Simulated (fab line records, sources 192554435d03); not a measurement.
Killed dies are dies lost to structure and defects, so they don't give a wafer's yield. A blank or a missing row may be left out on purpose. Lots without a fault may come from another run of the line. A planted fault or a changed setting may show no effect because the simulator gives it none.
A struck lot beside a sound one | flow n5_finfet | 15 steps out of a route of 1938
Sound: wafers L981.1, L981.4, L981.5. Struck: wafer L994.5. (L994.6 of the same lot was not struck and is left out.) The cause comes at the end.
At each step with rows: each side's tool, then ch and its chambers, then its first start. Under that, the readings that differ: sound wafers | struck wafers | difference of the means | sigmas: that difference in standard deviations of wafers without a fault.
alike: readings whose means differ by less than 2 such deviations, and words and numbers that are the same on both sides. not compared: withheld readings, readings that some wafer has no value for, bounds like >300 that may hide the same value, and numbers for which the record gives no deviation and whose values overlap.
The two part at a step that has a row with sigmas, a row that says differs or no value, or rows on one side only. Numbers that don't overlap but have no deviation are shown without sigmas and don't part them. A reading that every wafer of one side lacks parts them only if that side has two wafers or more.

first, 3 steps without rows for these wafers: N5_BEOL_M1_DESCUM_33 (chemistry O2, time 7 s); N5_BEOL_M1_ETCH_77 (etches underlayer in N2/H2, target depth 6.5 nm, time 5.2 s); N5_BEOL_M1_ETCH_69 (etches SiARC in CF4, target depth 15.6 nm, time 26 s).
N5_BEOL_M1_ALD_98: deposits SiO2, target thk 2.5 nm, pulse time 1 s, co reactant pulse time 1 s.
  sound on ald_sin-02 ch 0,2, day 7 15:53; struck on ald_sin-04 ch 2, day 11 00:37
  alike: heater_power_w, precursor_pulse_height_rel
N5_BEOL_M1_ETCHBACK_99: etches SiO2 in CHF3, target depth 5 nm, time 10.4 s.
  sound on rie_diel-02 ch 0,1,2, day 7 18:10; struck on rie_diel-06 ch 1, day 11 01:38
  alike: drypump_motor_current_A, oes_product_au, rf_vpp_V, showerhead_plenum_p_Torr, throttle_valve_pct
  not compared: rf_hours_counter_h
N5_BEOL_M1_ETCH_70: etches SOC in N2/H2, target depth 80 nm, overetch 16 nm, time 120 s.
  sound on rie_diel-02 ch 0,1,2, day 7 18:12; struck on rie_diel-06 ch 1, day 11 01:42
  reading                | sound             | struck | difference | sigmas
  throttle_valve_pct (%) | 17.62 17.43 17.65 | 18.22  | +0.65      | +2
  alike: drypump_motor_current_A, oes_product_au, rf_vpp_V, showerhead_plenum_p_Torr
  not compared: rf_hours_counter_h
then, 2 steps without rows for these wafers: N5_BEOL_M1_STRIP_71 (strips in N2/H2); N5_BEOL_M1_STRIP_78 (strips in N2/H2).
N5_BEOL_M1_VIA_ETCH_34: etches the open film in C4F6/O2, target depth 67.8 nm, time 64.4 s.
  sound on rie_diel-02 ch 0,1,2, day 7 18:19; struck on rie_diel-06 ch 1, day 11 01:47
  alike: drypump_motor_current_A, oes_product_au, rf_vpp_V, showerhead_plenum_p_Torr, throttle_valve_pct
  not compared: rf_hours_counter_h
then, 2 steps without rows for these wafers: N5_BEOL_M1_STRIP_83 (strips in C4F6/O2); N5_BEOL_M1_STRIP_36 (strips in N2/H2).
N5_BEOL_M1_TRENCH_ETCH_37: etches SiOC in C4F6/O2, target depth 55.207 nm, time 29 s.
  sound on rie_diel-02 ch 0,1,2; struck on rie_diel-06 ch 1
  alike: drypump_motor_current_A, oes_product_au, rf_vpp_V, showerhead_plenum_p_Torr, throttle_valve_pct
  not compared: rf_hours_counter_h
N5_BEOL_M1_ETCH_41: etches SiCN in CH3F/O2, target depth 31.9 nm, time 57.8 s.
  sound on rie_diel-02 ch 0,1,2, day 7 18:26; struck on rie_diel-06 ch 1, day 11 01:55
  reading                  | sound            | struck | difference | sigmas
  model.etch.depth_nm (nm) | 21.8 21.88 21.41 | 32.02  | +10.32     |
  alike: drypump_motor_current_A, oes_product_au, rf_vpp_V, showerhead_plenum_p_Torr, throttle_valve_pct
  not compared: rf_hours_counter_h
then, 1 step without rows for these wafers: N5_BEOL_M1_STRIP_97 (strips in N2/H2, time 10 s).
N5_BEOL_M4_RC_MEAS_101:
  sound on prober-02 ch 0, day 9 07:51; struck on prober-01 ch 0, day 12 10:17
  alike: DIBL_N, DIBL_P, IOFF_N, IOFF_P, ION_N, ION_P, SS_N, SS_P, VT_N, VT_P

WHERE THEY PART
Only at N5_BEOL_M1_ETCH_70, within this record. Later steps at which nothing parts them and some readings are alike: N5_BEOL_M1_VIA_ETCH_34, N5_BEOL_M1_TRENCH_ETCH_37, N5_BEOL_M1_ETCH_41, N5_BEOL_M4_RC_MEAS_101.

WHY: what the simulator had put in
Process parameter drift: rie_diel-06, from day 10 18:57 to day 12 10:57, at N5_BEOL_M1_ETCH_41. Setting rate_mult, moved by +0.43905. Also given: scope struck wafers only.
